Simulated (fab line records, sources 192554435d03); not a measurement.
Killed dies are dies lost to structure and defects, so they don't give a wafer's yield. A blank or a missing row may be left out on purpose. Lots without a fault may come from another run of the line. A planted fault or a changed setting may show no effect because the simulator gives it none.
A struck lot beside a sound one | flow n5_finfet | 15 steps out of a route of 1938
Sound: wafers L974.2, L974.3, L974.5. Struck: wafer L966.4. (L966.3, L966.5 of the same lot were not struck and are left out.) The cause comes at the end.
At each step with rows: each side's tool, then ch and its chambers, then its first start. Under that, the readings that differ: sound wafers | struck wafers | difference of the means | sigmas: that difference in standard deviations of wafers without a fault.
alike: readings whose means differ by less than 2 such deviations, and words and numbers that are the same on both sides. not compared: withheld readings, readings that some wafer has no value for, bounds like >300 that may hide the same value, and numbers for which the record gives no deviation and whose values overlap.
The two part at a step that has a row with sigmas, a row that says differs or no value, or rows on one side only. Numbers that don't overlap but have no deviation are shown without sigmas and don't part them. A reading that every wafer of one side lacks parts them only if that side has two wafers or more.

N5_BEOL_M6_OVL_MEAS_29:
  sound on overlay-02 ch 0, day 14 15:55; struck on overlay-02 ch 0, day 12 17:15
  alike: V5_OVL
N5_BEOL_M6_INSPECT_30: inspects for defects (brightfield).
  sound on defect_inspect-01, day 14 15:58; struck on defect_inspect-02, day 12 17:18
  alike: raw_defect_count
then, 1 step without rows for these wafers: N5_BEOL_M6_DESCUM_33 (chemistry O2, time 7 s).
N5_BEOL_M6_ETCH_72: etches underlayer in N2/H2, target depth 6.5 nm, time 5.2 s.
  sound on rie_diel-03 ch 0,1,2, day 14 16:02; struck on rie_diel-02 ch 2, day 12 17:38
  reading               | sound          | struck | difference | sigmas
  oes_product_au (a.u.) | 0.57 0.62 0.76 | 0.85   | +0.20      | +3
  alike: drypump_motor_current_A, etch_rf_on_time_s, rf_vpp_V, showerhead_plenum_p_Torr, throttle_valve_pct
  not compared: rf_hours_counter_h
N5_BEOL_M6_ETCH_65: etches SiARC in CF4, target depth 15.6 nm, time 26 s.
  sound on rie_diel-03 ch 0,1,2, day 14 16:02; struck on rie_diel-02 ch 2, day 12 17:39
  reading               | sound          | struck | difference | sigmas
  oes_product_au (a.u.) | 0.57 0.62 0.77 | 0.86   | +0.21      | +3
  alike: drypump_motor_current_A, etch_rf_on_time_s, rf_vpp_V, showerhead_plenum_p_Torr, throttle_valve_pct
  not compared: rf_hours_counter_h
N5_BEOL_M6_ETCH_66: etches SOC in N2/H2, target depth 80 nm, overetch 16 nm, time 120 s.
  sound on rie_diel-03 ch 0,1,2, day 14 16:04; struck on rie_diel-02 ch 2, day 12 17:40
  reading               | sound          | struck | difference | sigmas
  oes_product_au (a.u.) | 0.50 0.55 0.69 | 0.74   | +0.16      | +2
  alike: drypump_motor_current_A, rf_vpp_V, run_length_s, showerhead_plenum_p_Torr, throttle_valve_pct
  not compared: rf_hours_counter_h
then, 4 steps without rows for these wafers: N5_BEOL_M6_STRIP_69 (strips in N2/H2); N5_BEOL_M6_STRIP_73 (strips in N2/H2); N5_BEOL_M6_VIA_ETCH_34 (etches SiCOH lowk in C4F6/O2, target depth 126.3 nm, time 50.9 s); N5_BEOL_M6_STRIP_76 (strips in C4F6/O2).
N5_BEOL_M6_STRIP_36: strips in N2/H2.
  sound on rie_diel-03 ch 0,1,2, day 14 16:14; struck on rie_diel-02 ch 2, day 12 17:50
  reading               | sound          | struck | difference | sigmas
  oes_product_au (a.u.) | 0.66 0.73 0.90 | 1.00   | +0.24      | +2
  alike: drypump_motor_current_A, rf_vpp_V, showerhead_plenum_p_Torr, throttle_valve_pct
  not compared: rf_hours_counter_h
then, 1 step without rows for these wafers: N5_BEOL_M6_TRENCH_ETCH_37 (etches SiCOH lowk in C4F6/O2, target depth 94.435 nm, time 31.5 s).
N5_BEOL_M6_ETCH_41: etches SiCN in CH3F/O2, target depth 29.7 nm, time 52 s.
  sound on rie_diel-03 ch 0,1,2, day 14 16:18; struck on rie_diel-02 ch 2, day 12 17:54
  reading                  | sound            | struck | difference | sigmas
  oes_product_au (a.u.)    | 0.66 0.73 0.91   | 1.00   | +0.23      | +2
  run_length_s (s)         | 74.9 75.3 75.9   | 77.7   | +2.3       | +5
  model.etch.depth_nm (nm) | 19.45 19.93 19.6 | 21.27  | +1.61      |
  alike: drypump_motor_current_A, rf_vpp_V, showerhead_plenum_p_Torr, throttle_valve_pct
  not compared: rf_hours_counter_h
N5_BEOL_M6_STRIP_80: strips in N2/H2, time 10 s.
  sound on rie_diel-03 ch 0,1,2; struck on rie_diel-02 ch 2
  reading               | sound          | struck | difference | sigmas
  oes_product_au (a.u.) | 0.66 0.74 0.91 | 0.99   | +0.22      | +2
  alike: drypump_motor_current_A, rf_vpp_V, showerhead_plenum_p_Torr, throttle_valve_pct
  not compared: rf_hours_counter_h
-- the record jumps here: 4 days lie between the struck wafers' starts before and after (it left off in module BEOL_M6 and takes up again in module PASSIVATION, whose first step shown is number 1936 of the route) --
N5_PASSIVATION_PROBE_49:
  the record has rows for the struck wafers here (prober-01, day 16 13:52) and none for the sound ones

WHERE THEY PART
First at N5_BEOL_M6_ETCH_72; last, within this record, at N5_PASSIVATION_PROBE_49.

WHY: what the simulator had put in
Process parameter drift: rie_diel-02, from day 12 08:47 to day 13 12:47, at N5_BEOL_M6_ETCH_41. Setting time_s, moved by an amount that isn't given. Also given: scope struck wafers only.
